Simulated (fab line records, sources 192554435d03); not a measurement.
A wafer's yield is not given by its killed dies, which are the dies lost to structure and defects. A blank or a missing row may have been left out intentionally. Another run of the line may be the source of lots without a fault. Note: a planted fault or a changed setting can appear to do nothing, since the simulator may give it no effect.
fab line records	flow n5-finfet
[record] lots = 6	wafers = 18	last-day = 16
route steps=1938 shown BEOL_M3@969 PASSIVATION@1936
lots that met no fault: taken from a fault-free run of the same line
start-h: hours from the record's first day to the start of the lot's first wafer shown	wait-h: hours elapsed since this lot's preceding step	" repeats the value in the row above	L1.1+2: a single row standing in for several wafers	- no value present, or no start provided	* or withheld: withheld	< > ~ a bound
route shown NAME@n: names a module that has steps shown in the file, with the first one's number in the route	usual: mean and standard deviation over wafers with no fault	same: alike in all rows	chamber/n: place in a boat	sites: readings site by site	_std_site: the values' standard deviation	_edge_site: outer sites' mean less inner sites'	radius-mm: for every site, how far away it sits from the centre of the wafer	mask NAME#n: copy n	behind: the tool/chamber that last shaped the wafer	hold: cause of the lot's hold/its duration in hours/its outcome	device: the transistor (n, p or np) that didn't switch	end of line: tests run on the same wafers once the route is complete	a step without rows: its recipe alone	killed: not the wafer's yield, but the dies lost to structure and defects at the first sort	map: shows each die of a wafer: x if killed, . if not, _ if none is there
set.NAME: the setting that was run; set.NAME@STEP: the one run at that earlier step	model.NAME: the simulator's own value behind a step, which no gauge read
lots at some steps of the route; a table a step, a row a wafer
services: the hour from which a tool's chamber was out of use, counted from the record's first day as start-h (under 0 if before that day), plus the number of hours and why
[[steps]]
[step N5_BEOL_M3_DESCUM_33]
[recipe] chemistry = O2	time-s = 7	source-power-w = 50	bias-power-w = 20	pressure-mtorr = 20	rf-frequency-hz = 2.712e+07	temp-c = 40	resist = CAR-EUV	o2-flow-sccm = 225
[step N5_BEOL_M3_ETCH_77]
[recipe] chemistry = N2/H2	target = underlayer	target-depth-a = 65	mask-material = CAR-EUV	time-s = 5.2	ion-energy-ev = 200	pressure-mtorr = 30	source-w = 840	bias-w = 150	n2-flow-sccm = 200	h2-flow-sccm = 200	ends = cleared
[step N5_BEOL_M3_ETCH_69]
[recipe] chemistry = CF4	target = SiARC	target-depth-a = 156	mask-material = CAR-EUV	time-s = 26	ion-energy-ev = 80	pressure-mtorr = 40	source-w = 545	bias-w = 36	Ar_flow_sccm = 100	cf4-flow-sccm = 100	ends = cleared
[step N5_BEOL_M3_ALD_98]
[recipe] material = SiO2	target-thk-a = 25	temp-c = 100	ald-precursor-family = BDEAS	ald-co-reactant = O2-plasma	pulse-time-s = 1	co-reactant-pulse-time-s = 1	purge-time-s = 2	co-reactant-purge-time-s = 2	ald-cycles = 17	pressure-torr = 2
[step N5_BEOL_M3_ETCHBACK_99]
[recipe] chemistry = CHF3	target = SiO2	target-depth-a = 50	time-s = 10.4	source-w = 215	bias-w = 47	Ar_flow_sccm = 200	CHF3_flow_sccm = 12	ion-energy-ev = 100	pressure-mtorr = 30
[step N5_BEOL_M3_ETCH_70]
[recipe] chemistry = N2/H2	target = SOC	target-depth-a = 800	overetch-a = 160	mask-material = SiARC	temp-c = 40	time-s = 120	ion-energy-ev = 200	pressure-mtorr = 30	source-w = 840	bias-w = 150	n2-flow-sccm = 200	h2-flow-sccm = 200
[step N5_BEOL_M3_STRIP_71]
[recipe] chemistry = N2/H2	temp-c = 40	n2-flow-sccm = 200	h2-flow-sccm = 200	rf-frequency-hz = 6e+07
[step N5_BEOL_M3_STRIP_78]
[recipe] chemistry = N2/H2	temp-c = 40	n2-flow-sccm = 200	h2-flow-sccm = 200	rf-frequency-hz = 6e+07
[step N5_BEOL_M3_VIA_ETCH_34]
[recipe] chemistry = C4F6/O2	target-depth-a = 694	mask-material = SOC	pressure-mtorr = 15	ion-energy-ev = 250	taper-deg = 4	time-s = 65.9	source-w = 350	bias-w = 170	Ar_flow_sccm = 300	C4F6_flow_sccm = 10	O2_flow_sccm = 10
[step N5_BEOL_M3_STRIP_83]
[recipe] chemistry = C4F6/O2	resist = SiARC	rf-frequency-hz = 6e+07
[step N5_BEOL_M3_STRIP_36]
[recipe] chemistry = N2/H2	power-w = 450	temp-c = 40	pressure-mtorr = 20	rf-frequency-hz = 6e+07	overash-fraction = 0.3	bias-power-w = 7	h2-frac = 0.5	n2-flow-sccm = 200	h2-flow-sccm = 200
[step N5_BEOL_M3_TRENCH_ETCH_37]
[recipe] chemistry = C4F6/O2	target-depth-a = 555.55	target = SiOC	time-s = 29.2	ion-energy-ev = 250	pressure-mtorr = 30	source-w = 355	bias-w = 185	Ar_flow_sccm = 300	C4F6_flow_sccm = 10	O2_flow_sccm = 10
[usual] drypump-motor-current-A = 5.7/0.4	oes-product-au = 0.78/0.074	rf-vpp-V = 664/17	showerhead-plenum-p-Torr = 2.85/0.098	throttle-valve-pct = 20.86/0.25
lot.wafer	tool	chamber	start-h	wait-h	drypump-motor-current-A	oes-product-au	rf-hours-counter-h	rf-vpp-V	showerhead-plenum-p-Torr	throttle-valve-pct
L591.1	rie-diel-03	1	-	-	5.2	0.81	75	658	2.79	20.61
L591.5	"	3	"	"	5.7	0.93	-	687	2.91	20.54
L591.6	"	0	"	"	5.8	0.82	-	648	2.98	20.85
L597.1	rie-diel-04	2	-	-	6.1	0.67	237	657	2.82	21.19
L597.3	"	1	"	"	5.2	0.80	106	652	2.89	21.20
L597.5	"	2	"	"	6.1	0.69	-	656	2.82	21.18
L599.1	rie-diel-03	3	-	-	5.7	0.89	22	687	2.90	20.57
L599.3	"	2	"	"	5.8	0.70	240	649	2.71	20.92
L599.6	"	3	"	"	5.7	0.88	-	687	2.90	20.57
L601.1	rie-diel-03	3	-	-	5.7	0.88	24	686	2.90	20.57
L601.3	"	1	"	"	5.1	0.77	94	656	2.78	20.64
L601.5	"	2	"	"	5.8	0.70	-	650	2.71	20.94
L603.1	rie-diel-03	0	-	-	5.8	0.80	106	649	2.97	20.87
L603.2	"	3	"	"	5.6	0.88	27	686	2.90	20.59
L603.3	"	1	"	"	5.2	0.78	97	658	2.78	20.65
L607.2	rie-diel-04	1	-	-	5.2	0.79	118	651	2.88	21.24
L607.3	"	3	"	"	5.9	0.89	46	680	2.99	20.46
L607.4	"	1	"	"	5.2	0.81	-	653	2.88	21.23
[step N5_BEOL_M3_ETCH_41]
[recipe] chemistry = CH3F/O2	target = SiCN	target-depth-a = 299	taper-deg = 2	time-s = 52.5	ion-energy-ev = 120	mask-material = TiN	pressure-mtorr = 30	source-w = 395	bias-w = 75	Ar_flow_sccm = 150	CH3F_flow_sccm = 30	O2_flow_sccm = 20
[usual] drypump-motor-current-A = 5.7/0.4	oes-product-au = 0.78/0.074	rf-vpp-V = 297.4/1.6	showerhead-plenum-p-Torr = 2.00/0.072	throttle-valve-pct = 16.33/0.25
lot.wafer	tool	chamber	start-h	wait-h	drypump-motor-current-A	oes-product-au	rf-hours-counter-h	rf-vpp-V	showerhead-plenum-p-Torr	throttle-valve-pct
L591.1	rie-diel-03	1	169.26	-	5.1	0.81	75	297.3	1.96	16.05
L591.5	"	3	"	"	5.6	0.94	-	297.8	2.04	15.98
L591.6	"	0	"	"	5.8	0.82	-	300.2	2.10	16.31
L597.1	rie-diel-04	2	214.61	-	6.1	0.68	237	297.1	1.98	16.64
L597.3	"	1	"	"	5.2	0.81	107	297.0	2.03	16.59
L597.5	"	2	"	"	6.1	0.68	-	295.1	1.98	16.65
L599.1	rie-diel-03	3	218.99	-	5.6	0.89	22	297.5	2.04	16.02
L599.3	"	2	"	"	5.8	0.71	240	294.6	1.90	16.44
L599.6	"	3	"	"	5.6	0.89	-	298.5	2.04	16.00
L601.1	rie-diel-03	3	227.61	-	5.6	0.88	24	297.8	2.04	16.03
L601.3	"	1	"	"	5.1	0.78	94	294.3	1.95	16.08
L601.5	"	2	"	"	5.8	0.71	-	296.3	1.90	16.43
L603.1	rie-diel-03	0	236.87	-	5.8	0.80	106	299.3	2.09	16.35
L603.2	"	3	"	"	5.7	0.88	27	298.0	2.04	16.04
L603.3	"	1	"	"	5.1	0.78	97	296.1	1.95	16.09
L607.2	rie-diel-04	1	261.61	-	5.2	0.79	118	298.7	2.02	16.60
L607.3	"	3	"	"	5.9	0.89	46	299.6	2.11	15.95
L607.4	"	1	"	"	5.2	0.80	-	297.9	2.02	16.60
[step N5_BEOL_M3_STRIP_97]
[recipe] chemistry = N2/H2	time-s = 10	power-w = 450	temp-c = 40	pressure-mtorr = 20	rf-frequency-hz = 6e+07	bias-power-w = 7	n2-flow-sccm = 200	h2-flow-sccm = 200
[step N5_BEOL_M3_OCD_MEAS_38]
[usual] trench-depth-nm = 55.4/0.94
lot.wafer	tool	chamber	start-h	wait-h	trench-depth-nm
L591.1	ocd-02	-	169.39	-	56.0
L591.5	"	-	"	"	54.8
L591.6	"	-	"	"	55.5
L597.1	ocd-01	-	214.73	-	53.4
L597.3	"	-	"	"	56.3
L597.5	"	-	"	"	53.5
L599.1	ocd-01	-	219.11	-	54.9
L599.3	"	-	"	"	55.0
L599.6	"	-	"	"	54.8
L601.1	ocd-02	-	227.73	-	54.9
L601.3	"	-	"	"	54.9
L601.5	"	-	"	"	55.0
L603.1	ocd-02	-	236.99	-	55.8
L603.2	"	-	"	"	54.4
L603.3	"	-	"	"	55.1
L607.2	ocd-01	-	261.74	-	56.7
L607.3	"	-	"	"	56.9
L607.4	"	-	"	"	56.9
[step N5_BEOL_M3_HM_STRIP_39]
[recipe] chemistry = peroxide-tin-strip	material = TiN	target-depth-a = 250	temp-c = 50	time-s = 158
[step N5_BEOL_M3_SRD_40]
[recipe] time-s = 30	temp-c = 23	rinse-liquid = diw	dry = ipa-marangoni
[step N5_BEOL_M3_PRECLEAN_42]
[recipe] chemistry = residue-remover	time-s = 60	temp-c = 40
[step N5_BEOL_M3_SRD_43]
[recipe] time-s = 30	temp-c = 23	rinse-liquid = diw	dry = ipa-marangoni
[step N5_BEOL_M3_CD_MEAS_35]
[recipe] target-cd-nm = 18	target-cd-y-nm = 21	polarity = opening
[usual] cd-nm = 18.0/0.39
lot.wafer	tool	chamber	start-h	wait-h	cd-nm
L591.1	cd-sem-02	-	169.54	0.0	17.9
L591.5	"	-	"	"	18.8
L591.6	"	-	"	"	18.1
L597.1	cd-sem-01	-	214.88	0.0	18.8
L597.3	"	-	"	"	18.6
L597.5	"	-	"	"	18.3
L599.1	cd-sem-03	-	219.27	0.0	17.9
L599.3	"	-	"	"	17.4
L599.6	"	-	"	"	18.1
L601.1	cd-sem-02	-	227.88	0.0	17.6
L601.3	"	-	"	"	18.2
L601.5	"	-	"	"	18.0
L603.1	cd-sem-02	-	237.15	0.0	17.8
L603.2	"	-	"	"	18.1
L603.3	"	-	"	"	17.9
L607.2	cd-sem-02	-	261.89	0.0	18.3
L607.3	"	-	"	"	18.2
L607.4	"	-	"	"	18.7
[step N5_BEOL_M3_DEGAS_44]
[recipe] ambient = vacuum	temp-c = 250	time-s = 60
[step N5_BEOL_M3_PRE_CLEAN_45]
[recipe] gas = H2/He	time-s = 30	temp-c = 250
[step N5_BEOL_M3_ALD_84]
[recipe] material = TaN	target-thk-a = *	temp-c = 275	ald-precursor-family = PDMAT	ald-co-reactant = NH3	pressure-torr = 3	carrier-flow-sccm = 1500	pulse-time-s = 2	purge-time-s = 3	co-reactant-purge-time-s = 2	co-reactant-pulse-time-s = 3	ald-cycles = 30	precursor-vessel-temp-c = 75	precursor-vessel-pressure-torr = 26.25	precursor-vessel-carrier-sccm = 1000
[step N5_BEOL_M3_SURFACE_TREAT_85]
[recipe] gas = Ar	time-s = *	ion-energy-ev = *	ion-current-ma-cm2 = 0.5	pressure-mtorr = *	ar-flow-sccm = 30
[step N5_BEOL_M3_CVD_47]
[recipe] material = Co	target-thk-a = 30	temp-c = withheld	precursor = CCTBA/H2	pressure-torr = 30	time-s = 223.8
[step N5_BEOL_M3_SPUTTER_48]
[recipe] material = Cu	target-thk-a = 45	temp-c = -20	chamber-pressure-pa = 0.07	power-w = withheld	time-s = 8.29
[step N5_BEOL_M3_ANNEAL_49]
[recipe] temp-c = 400	time-s = 240	ambient = vacuum
[usual] heater-power-w = 814/81
lot.wafer	tool	chamber	start-h	wait-h	heater-power-w
L591.1	pvd-sputter-03	-	171.15	0.0	908
L591.5	"	-	"	"	759
L591.6	"	-	"	"	907
L597.1	pvd-sputter-03	-	216.32	0.0	912
L597.3	"	-	"	"	669
L597.5	"	-	"	"	669
L599.1	pvd-sputter-02	-	220.65	0.0	861
L599.3	"	-	"	"	732
L599.6	"	-	"	"	756
L601.1	pvd-sputter-02	-	228.78	0.0	843
L601.3	"	-	"	"	862
L601.5	"	-	"	"	732
L603.1	pvd-sputter-01	-	238.04	0.0	749
L603.2	"	-	"	"	797
L603.3	"	-	"	"	770
L607.2	pvd-sputter-02	-	263.99	0.0	799
L607.3	"	-	"	"	820
L607.4	"	-	"	"	862
[step N5_BEOL_M3_SPUTTER_79]
[recipe] material = Cu	target-thk-a = 45	temp-c = -20	chamber-pressure-pa = 0.07	power-w = withheld	time-s = 8.29
[step N5_BEOL_M3_ANNEAL_80]
[recipe] temp-c = 400	time-s = 240	ambient = vacuum
[step N5_BEOL_M3_SPUTTER_81]
[recipe] material = Cu	target-thk-a = 45	temp-c = -20	chamber-pressure-pa = 0.07	power-w = withheld	time-s = 8.29
[usual] chamber-pressure-pa = 0.07002/0.00013	chuck-sensor-temp-C = -15.9/0.44	throttle-valve-pct = 29.4/0.84
lot.wafer	tool	chamber	start-h	wait-h	chamber-pressure-pa	chuck-sensor-temp-C	throttle-valve-pct
L591.1	pvd-sputter-03	-	171.51	0.1	0.07	-16.2	29.3
L591.5	"	-	"	"	0.06994	-15.6	29.3
L591.6	"	-	"	"	0.06981	-16.1	29.6
L597.1	pvd-sputter-03	-	216.68	0.1	0.07007	-16.1	29.2
L597.3	"	-	"	"	0.06994	-16.3	28.8
L597.5	"	-	"	"	0.07002	-16.4	28.8
L599.1	pvd-sputter-02	-	221.01	0.1	0.07023	-16.8	28.8
L599.3	"	-	"	"	0.07023	-15.6	28.7
L599.6	"	-	"	"	0.06999	-15.5	28.2
L601.1	pvd-sputter-02	-	229.14	0.1	0.07004	-16.1	30.0
L601.3	"	-	"	"	0.06999	-16.7	28.7
L601.5	"	-	"	"	0.06992	-15.7	28.7
L603.1	pvd-sputter-01	-	238.40	0.1	0.07007	-15.2	29.7
L603.2	"	-	"	"	0.06985	-15.2	31.9
L603.3	"	-	"	"	0.07001	-16.0	28.0
L607.2	pvd-sputter-02	-	264.35	0.1	0.07015	-16.2	29.0
L607.3	"	-	"	"	0.06988	-16.1	29.7
L607.4	"	-	"	"	0.06989	-17.0	29.1
[step N5_BEOL_M3_ANNEAL_82]
[recipe] temp-c = 400	time-s = 240	ambient = vacuum
[step N5_BEOL_M3_SPUTTER_86]
[recipe] material = Cu	target-thk-a = 45	temp-c = -20	chamber-pressure-pa = 0.07	power-w = withheld	time-s = 8.29
[step N5_BEOL_M3_ANNEAL_87]
[recipe] temp-c = 400	time-s = 240	ambient = vacuum
[step N5_BEOL_M3_SPUTTER_88]
[recipe] material = Cu	target-thk-a = 45	temp-c = -20	chamber-pressure-pa = 0.07	power-w = withheld	time-s = 8.29
[usual] chamber-pressure-pa = 0.06999/0.00015	chuck-sensor-temp-C = -16.0/0.45	throttle-valve-pct = 29.4/0.83
lot.wafer	tool	chamber	start-h	wait-h	chamber-pressure-pa	chuck-sensor-temp-C	throttle-valve-pct
L591.1	pvd-sputter-03	-	171.95	0.1	0.07	-16.1	29.3
L591.5	"	-	"	"	0.07013	-15.7	29.1
L591.6	"	-	"	"	0.07017	-16.3	29.5
L597.1	pvd-sputter-03	-	217.12	0.1	0.07001	-16.0	29.4
L597.3	"	-	"	"	0.07007	-16.4	28.8
L597.5	"	-	"	"	0.07014	-16.3	28.8
L599.1	pvd-sputter-02	-	221.45	0.1	0.06969	-16.9	28.9
L599.3	"	-	"	"	0.06977	-15.5	28.6
L599.6	"	-	"	"	0.07007	-15.6	28.4
L601.1	pvd-sputter-02	-	229.58	0.1	0.06996	-16.1	29.9
L601.3	"	-	"	"	0.06979	-16.8	28.9
L601.5	"	-	"	"	0.06991	-15.4	28.7
L603.1	pvd-sputter-01	-	238.84	0.1	0.07	-15.3	29.9
L603.2	"	-	"	"	0.06985	-15.3	31.7
L603.3	"	-	"	"	0.07006	-15.8	27.7
L607.2	pvd-sputter-02	-	264.79	0.1	0.07023	-16.2	28.6
L607.3	"	-	"	"	0.07001	-16.0	29.6
L607.4	"	-	"	"	0.06997	-16.8	29.0
[step N5_BEOL_M3_ANNEAL_89]
[recipe] temp-c = 400	time-s = 240	ambient = vacuum
[step N5_BEOL_M3_SPUTTER_90]
[recipe] material = Cu	target-thk-a = 45	temp-c = -20	chamber-pressure-pa = 0.07	power-w = withheld	time-s = 8.29
[step N5_BEOL_M3_ANNEAL_91]
[recipe] temp-c = 400	time-s = 240	ambient = vacuum
[step N5_BEOL_M3_SPUTTER_92]
[recipe] material = Cu	target-thk-a = 45	temp-c = -20	chamber-pressure-pa = 0.07	power-w = withheld	time-s = 8.29
[step N5_BEOL_M3_ANNEAL_93]
[recipe] temp-c = 400	time-s = 240	ambient = vacuum
[step N5_BEOL_M3_SPUTTER_94]
[recipe] material = Cu	target-thk-a = 45	temp-c = -20	chamber-pressure-pa = 0.07	power-w = withheld	time-s = 8.29
[step N5_BEOL_M3_ANNEAL_95]
[recipe] temp-c = 400	time-s = 240	ambient = vacuum
[step N5_BEOL_M3_SPUTTER_96]
[recipe] material = Cu	target-thk-a = 45	temp-c = -20	chamber-pressure-pa = 0.07	power-w = withheld	time-s = 8.29
[usual] chamber-pressure-pa = 0.07/0.00014	chuck-sensor-temp-C = -15.9/0.45	throttle-valve-pct = 29.4/0.83
lot.wafer	tool	chamber	start-h	wait-h	chamber-pressure-pa	chuck-sensor-temp-C	throttle-valve-pct
L591.1	pvd-sputter-03	-	172.83	0.1	0.0699	-16.2	29.3
L591.5	"	-	"	"	0.06998	-15.6	29.1
L591.6	"	-	"	"	0.06992	-16.2	29.3
L597.1	pvd-sputter-03	-	218.00	0.1	0.06984	-16.1	29.3
L597.3	"	-	"	"	0.07011	-16.5	28.7
L597.5	"	-	"	"	0.07002	-16.3	28.6
L599.1	pvd-sputter-02	-	222.33	0.1	0.06987	-16.9	28.9
L599.3	"	-	"	"	0.06989	-15.6	28.7
L599.6	"	-	"	"	0.06982	-15.6	28.6
L601.1	pvd-sputter-02	-	230.46	0.1	0.07018	-16.0	30.0
L601.3	"	-	"	"	0.07008	-16.9	28.6
L601.5	"	-	"	"	0.07018	-15.6	28.8
L603.1	pvd-sputter-01	-	239.72	0.1	0.07	-15.2	29.8
L603.2	"	-	"	"	0.07014	-15.3	31.5
L603.3	"	-	"	"	0.06996	-15.8	27.8
L607.2	pvd-sputter-02	-	265.67	0.1	0.0701	-16.5	29.2
L607.3	"	-	"	"	0.07014	-16.1	29.4
L607.4	"	-	"	"	0.07007	-17.0	29.1
[step N5_PASSIVATION_PROBE_49]
[usual] defect-limited-yield = 91.3/1.5	killed_at_M0_to_M3 = 34/10	killed_at_M4_up = 13/4.9	killed-at-contacts = 13/6.1	killed-at-front-end = 39/13	killed-at-other = 4.1/2.7	killed-dies = 103/18	killed-open = 68/13	killed-short = 32/7.6	sort_bin_5_function = 5.2/1	sort_bin_6_memory = 3.2/0.75	sort-n-pass = 1077/18	sort-yield-pct = 91.3/1.5
[same] gross-dies = 1180	killed-at-back-side = 0	sort_bin_4_leakage[%] = 0	sort_bin_8_speed[%] = 0
lot.wafer	tool	chamber	start-h	wait-h	defect-limited-yield[%]	killed_at_M0_to_M3	killed_at_M4_up	killed-at-contacts	killed-at-front-end	killed-at-other	killed-dies	killed-open	killed-short	sort_bin_5_function[%]	sort_bin_6_memory[%]	sort-n-pass	sort-yield-pct[%]
L601.3	prober-02	-	355.01	0.1	83.6	137	14	9	28	6	194	54	21	10.8	3.6	986	83.6
L603.3	prober-02	-	367.46	0.1	81.2	156	19	8	36	3	222	72	28	12.5	4.3	958	81.2
// killed by level:class
L601.3 BEOL_M3:unspecified=115 MOL_CONTACT_COAG:geometric-particle:open=8 STI_FIN_REVEAL:geometric-particle:open=7 BEOL_M3:geometric-particle:open=6 FIN_SAQP:geometric-particle:short=5 BEOL_M0:geometric-particle:open=5 BEOL_M0_SAQP:geometric-particle:open=3 BEOL_M2:geometric-particle:open=3
L603.3 BEOL_M3:unspecified=118 STI_FIN_REVEAL:geometric-particle:open=16 BEOL_M4:geometric-particle:open=8 FIN_SAQP:geometric-particle:short=7 BEOL_M0:geometric-particle:open=7 MOL_CONTACT_COAG:geometric-particle:open=6 BEOL_M0_SAQP:geometric-particle:short=6 FIN_SAQP:geometric-particle:open=5
// map L601.3 (x killed, . not)
_________________x..xxxx..x..________________
______________........x........._____________
___________......x.................__________
__________........................x._________
________.........x...................._______
_______..x.............................______
______...x.............................._____
_____..............x.........x.......x...____
____......x............x...xx.xx........x.___
___.....................xxxxxxx.......x....__
___......x.x.........xxxxxxxxxxx.x......x..__
__....................xxxxxxxxxxx......x...._
__......x.....x....xxxxxxxxxxxxxx.x..x..x..x_
_...x................xxxxxxxxxxxx.xx.x.......
_x.........x........x.xxxxxxxxxxxxxx..xx.....
_..............x.....xxxxxxxxxxxxx...........
_........x.......x.x.xx.xxxxxxxx.............
_.x..............x......xxx.xxxxxx...........
_.......x................x.xxx..x............
_...x......x..x........x..xx.........x.......
_..x......x.............x...x...............x
__.......x.................................._
__..........x...........x.......x..........._
___x............x...........x...x.......x.x__
___........................................__
____x....x......x.x.......................___
_____.....x....................x.x......x____
______....x..................x.........._____
_______.x..............................______
________...................x.........._______
__________...x......x..............._________
___________...................x....__________
______________....x............._____________
_________________............________________
// map L603.3 (x killed, . not)
_________________x....x......________________
______________........x........._____________
___________............x......x....__________
__________........x................._________
________x............................._______
_______...x............................______
______.....xxx.........................._____
_____.............x........x....x.x.....x____
____.x.....x...........x.x.....x.x..x.....___
___.x.....x...........xxxxxxxxxx.........x.__
___..............x...xxxxxxxxxxx....x..x...__
__........x.........x.xxxxxxxxxxxx......x..._
__............x....xx.xxxxxxxxxxx..........._
_.......x.......x...xxxxxxxxxxxxxx..x...x....
_.x........x....x....xxxxxxxxxxxx.x..........
_................x..xxxxxxxxxxxxxx.x........x
_..........x..x....x..x.xxxxxxxx.x...........
_................x....xxxxxxxxxx..x..........
_....x...x.....x......xxx.x.x.....x....x.x...
_.......x...x............xx..x..x............
_..........x................x.xx.x........x..
__....................x.................xx.._
__....x......x................x.x..x....x..._
___x..x.....................x.......x..x.x.__
___...x.x...............x..............x...__
____.........x..................x.......x.___
_____x.........x....x......x.....x..x.x..____
______..................x..............._____
_______x........x..............x.....x.______
________........x..............x..x..._______
__________.........................._________
___________.................x.xx..x__________
______________...........x.x...._____________
_________________........x...________________
[[services]]
tool	chamber	start-h	hours	kind
rie-diel-04	2	157.27	4.0	repair
pvd-sputter-03	-	160.97	3.8	repair
rie-diel-03	-	163.67	4.3	pm
rie-diel-04	3	192.54	5.8	repair
pvd-sputter-01	-	196.31	1.0	repair
rie-diel-03	0	213.96	5.6	repair
rie-diel-04	0	237.79	3.5	repair
rie-diel-04	1	248.31	9.3	repair
rie-diel-03	2	249.73	7.8	repair
rie-diel-04	2	257.85	-	clean
rie-diel-04	2	257.85	-	consumable-replace:focus-ring
rie-diel-04	2	257.85	35.0	scheduled-down
rie-diel-04	2	257.85	35.0	vent-cycle
rie-diel-03	2	260.64	-	clean
rie-diel-03	2	260.64	-	consumable-replace:focus-ring
rie-diel-03	2	260.64	-	consumable-replace:showerhead
rie-diel-03	2	260.64	16.2	scheduled-down
rie-diel-03	2	260.64	16.2	vent-cycle
[[key]]
[first-sign] step = N5_PASSIVATION_PROBE_49	reading = killed_at_M0_to_M3	direction = up	sigmas = 11	usual = 34	struck = 146
[effect] step = N5_PASSIVATION_PROBE_49	reading = killed-dies	direction = up	sigmas = 5.8	usual = 103	struck = 208
[more-kills-born-at] N5_BEOL_M3_ETCH_41@rie-diel-03 = 233
met-at N5_BEOL_M3_ETCH_41
struck-wafers L601.3,L603.3
onset-between 169.26 227.61
[fault] kind = chamber-particle-source	tool = rie-diel-03	chamber = 1	onset-h = 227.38	steps = N5_BEOL_M3_ETCH_41	rate-per-visit-cm2 = 0.75455	end-h = 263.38
